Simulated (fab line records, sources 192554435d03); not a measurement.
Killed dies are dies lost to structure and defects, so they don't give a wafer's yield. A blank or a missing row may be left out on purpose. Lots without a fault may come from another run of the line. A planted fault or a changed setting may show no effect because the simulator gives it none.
Split-lot experiment | flow n5_finfet | 7 lots, 21 wafers read, on a route of 1938 steps

THE SPLIT
At N5_BEOL_M8_ETCH_65 (etches SiARC in CF4, target depth 15.6 nm, time 26 s), the setting source_w was moved away from the recipe's 545 W on 4 of the 21 wafers read, by -9.9% to +16.5%. The other wafers ran this setting at the recipe's value.

The reading is taken at the split's own step.

THE READING
rf_vpp_V, in V, at N5_BEOL_M8_ETCH_65 (etches SiARC in CF4, target depth 15.6 nm, time 26 s). Fault-free wafers of this fab line usually give 184.0 V, standard deviation 1.1 V.

wafer  | tool, chamber at the split | source_w as run, W | against the recipe | rf_vpp_V, V | against lot-mates on the recipe
L077.1 | rie_diel-01, 3             | 545                | recipe             | 183.2       | -
L077.2 | rie_diel-01, 1             | 545                | recipe             | 183.5       | -
L077.5 | rie_diel-01, 0             | 545                | recipe             | 183.9       | -
L078.1 | rie_diel-01, 3             | 609.6              | +11.9%             | 177.2       | -7.6
L078.5 | rie_diel-01, 3             | 545                | recipe             | 184.8       | -
L078.6 | rie_diel-01, 2             | 545                | recipe             | 184.8       | -
L081.3 | rie_diel-04, 2             | 545                | recipe             | 183.5       | -
L081.4 | rie_diel-04, 3             | 545                | recipe             | 184.0       | -
L081.5 | rie_diel-04, 0             | 545                | recipe             | 184.0       | -
L083.1 | rie_diel-01, 3             | 545                | recipe             | 184.5       | -
L083.3 | rie_diel-01, 2             | 545                | recipe             | 185.8       | -
L083.4 | rie_diel-01, 1             | 545                | recipe             | 183.8       | -
L087.2 | rie_diel-01, 2             | 490.8              | -9.9%              | 190.8       | +6.6
L087.3 | rie_diel-01, 0             | 490.8              | -9.9%              | 192.0       | +7.8
L087.4 | rie_diel-01, 3             | 545                | recipe             | 184.2       | -
L091.3 | rie_diel-01, 2             | 545                | recipe             | 185.8       | -
L091.4 | rie_diel-01, 3             | 545                | recipe             | 184.5       | -
L091.6 | rie_diel-01, 1             | 545                | recipe             | 184.6       | -
L096.2 | rie_diel-01, 3             | 545                | recipe             | 184.4       | -
L096.3 | rie_diel-01, 2             | 634.8              | +16.5%             | 174.4       | -11.0
L096.5 | rie_diel-01, 2             | 545                | recipe             | 186.4       | -

THE FIT
A straight line over all 21 wafers: rf_vpp_V changes by -0.641 V for each +1% of source_w; r = -0.97; the points scatter about the line by 0.85 V.
The same after taking each lot's own level away (the mean of its wafers on the recipe; 21 wafers): -0.681 V for each +1%; r = -0.99; scatter 0.6 V.
On that fit, the largest move of source_w shifts the reading by 11 V.
The lots' own levels span 183.53 to 185.40 V, that is 1.7 times the standard deviation above.
So the lot-to-lot level changes the slope little: the two slopes agree.
Check: with one of the wafers moved furthest among these (+16.5%) left out of the fit, the line predicts -11.3 V for it against its lot-mates. It came out at -11 V against them.
Tool readings at the split's step, against how far the setting was moved: rf_vpp_V r = -0.97.

OTHER SPLITS ON THESE WAFERS
These wafers also went through other splits before the reading. Each is held against what the fit with the lots' levels taken away leaves over:
other split on the same wafers | wafers away from the commonest value | r with rf_vpp_V (lot level and that fit taken away)
N5_BEOL_M7_ILD_DEP_00 time_s   | 7                                    | -0.03
N5_BEOL_M7_EXPOSE_08 dose_mj   | 4                                    | -0.25
N5_BEOL_M8_PECVD_70 time_s     | 7                                    | +0.13
N5_BEOL_M8_EXPOSE_08 dose_mj   | 9                                    | +0.01

THE FILE'S OWN FIT
rf_vpp_V changes by -0.673 V for each +1% of source_w, r = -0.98.
